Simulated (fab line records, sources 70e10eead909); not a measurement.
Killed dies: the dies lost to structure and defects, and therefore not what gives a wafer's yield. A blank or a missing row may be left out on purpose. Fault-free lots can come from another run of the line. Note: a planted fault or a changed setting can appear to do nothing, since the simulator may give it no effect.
Chamber matching || flow nand_harc || NHARC_THIN_TSV_DEP_47 on pecvd-04: 3 sister chambers
The step deposits SiO2, target thk 200 nm. 16 wafers are shown with their chamber, then 8 later ones without.

## WAFERS WITH THEIR CHAMBER
{"wafer": "L432.1", "chamber": 1, "throttle_valve_pct (%)": 16.2, "chamber_pressure_Torr (Torr)": 6.509}
{"wafer": "L432.4", "chamber": 1, "throttle_valve_pct (%)": 16.2, "chamber_pressure_Torr (Torr)": 6.515}
{"wafer": "L432.5", "chamber": 0, "throttle_valve_pct (%)": 15.6, "chamber_pressure_Torr (Torr)": 6.475}
{"wafer": "L433.3", "chamber": 2, "throttle_valve_pct (%)": 16.2, "chamber_pressure_Torr (Torr)": 6.513}
{"wafer": "L433.5", "chamber": 1, "throttle_valve_pct (%)": 16.5, "chamber_pressure_Torr (Torr)": 6.509}
{"wafer": "L433.6", "chamber": 0, "throttle_valve_pct (%)": 15.4, "chamber_pressure_Torr (Torr)": 6.495}
{"wafer": "L435.1", "chamber": 1, "throttle_valve_pct (%)": 16.4, "chamber_pressure_Torr (Torr)": 6.498}
{"wafer": "L435.5", "chamber": 2, "throttle_valve_pct (%)": 16.5, "chamber_pressure_Torr (Torr)": 6.506}
{"wafer": "L435.6", "chamber": 1, "throttle_valve_pct (%)": 16.3, "chamber_pressure_Torr (Torr)": 6.468}
{"wafer": "L440.1", "chamber": 1, "throttle_valve_pct (%)": 16.4, "chamber_pressure_Torr (Torr)": 6.497}
{"wafer": "L440.4", "chamber": 2, "throttle_valve_pct (%)": 16.6, "chamber_pressure_Torr (Torr)": 6.500}
{"wafer": "L440.6", "chamber": 1, "throttle_valve_pct (%)": 16.0, "chamber_pressure_Torr (Torr)": 6.502}
{"wafer": "L443.2", "chamber": 0, "throttle_valve_pct (%)": 15.3, "chamber_pressure_Torr (Torr)": 6.484}
{"wafer": "L443.3", "chamber": 2, "throttle_valve_pct (%)": 16.6, "chamber_pressure_Torr (Torr)": 6.481}
{"wafer": "L443.6", "chamber": 1, "throttle_valve_pct (%)": 16.6, "chamber_pressure_Torr (Torr)": 6.516}
{"wafer": "L447.3", "chamber": 0, "throttle_valve_pct (%)": 15.5, "chamber_pressure_Torr (Torr)": 6.474}

SIGNATURES (averages over the wafers above)
{"reading": "throttle_valve_pct", "chamber 0": 15.450, "chamber 1": 16.325, "chamber 2": 16.475, "scatter within a chamber": 0.178}
{"reading": "chamber_pressure_Torr", "chamber 0": 6.48200, "chamber 1": 6.50175, "chamber 2": 6.50000, "scatter within a chamber": 0.0139}
Rule: for each reading, subtract the chamber's mean from the wafer's reading, divide by that reading's scatter and square the result; add these up over the readings and take the root, which gives the wafer's distance from the chamber. If the next closest chamber is less than 2 further off than the closest, the wafer can't be placed; otherwise it belongs to the closest. The scatter: the root of (the sum of the squares of (reading less its chamber's mean) over the shown wafers, divided by (wafers less chambers)).

## WAFERS MISSING THEIR CHAMBER
{"wafer": "L447.4", "throttle_valve_pct (%)": 17.0, "chamber_pressure_Torr (Torr)": 6.497}
{"wafer": "L447.6", "throttle_valve_pct (%)": 15.5, "chamber_pressure_Torr (Torr)": 6.463}
{"wafer": "L449.4", "throttle_valve_pct (%)": 17.0, "chamber_pressure_Torr (Torr)": 6.496}
{"wafer": "L449.5", "throttle_valve_pct (%)": 16.3, "chamber_pressure_Torr (Torr)": 6.507}
{"wafer": "L449.6", "throttle_valve_pct (%)": 15.8, "chamber_pressure_Torr (Torr)": 6.502}
{"wafer": "L453.2", "throttle_valve_pct (%)": 15.7, "chamber_pressure_Torr (Torr)": 6.508}
{"wafer": "L453.4", "throttle_valve_pct (%)": 16.5, "chamber_pressure_Torr (Torr)": 6.480}
{"wafer": "L453.6", "throttle_valve_pct (%)": 15.9, "chamber_pressure_Torr (Torr)": 6.496}

## EACH ONE'S CHAMBER
{"wafer": "L447.4", "from the rows above": "can't be placed: 2 or 1", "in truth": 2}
{"wafer": "L447.6", "from the rows above": 0, "in truth": 0}
{"wafer": "L449.4", "from the rows above": "can't be placed: 2 or 1", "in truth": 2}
{"wafer": "L449.5", "from the rows above": "can't be placed: 1 or 2", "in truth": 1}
{"wafer": "L449.6", "from the rows above": "can't be placed: 0 or 1 or 2", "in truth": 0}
{"wafer": "L453.2", "from the rows above": "can't be placed: 0 or 1", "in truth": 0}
{"wafer": "L453.4", "from the rows above": "can't be placed: 2 or 1", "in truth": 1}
{"wafer": "L453.6", "from the rows above": "can't be placed: 1 or 0 or 2", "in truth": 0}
Correctly placed: 1 of 8. Cannot be placed on the basis of these rows: 7; the candidates contain the true chamber in 7. Wrongly placed: 0.
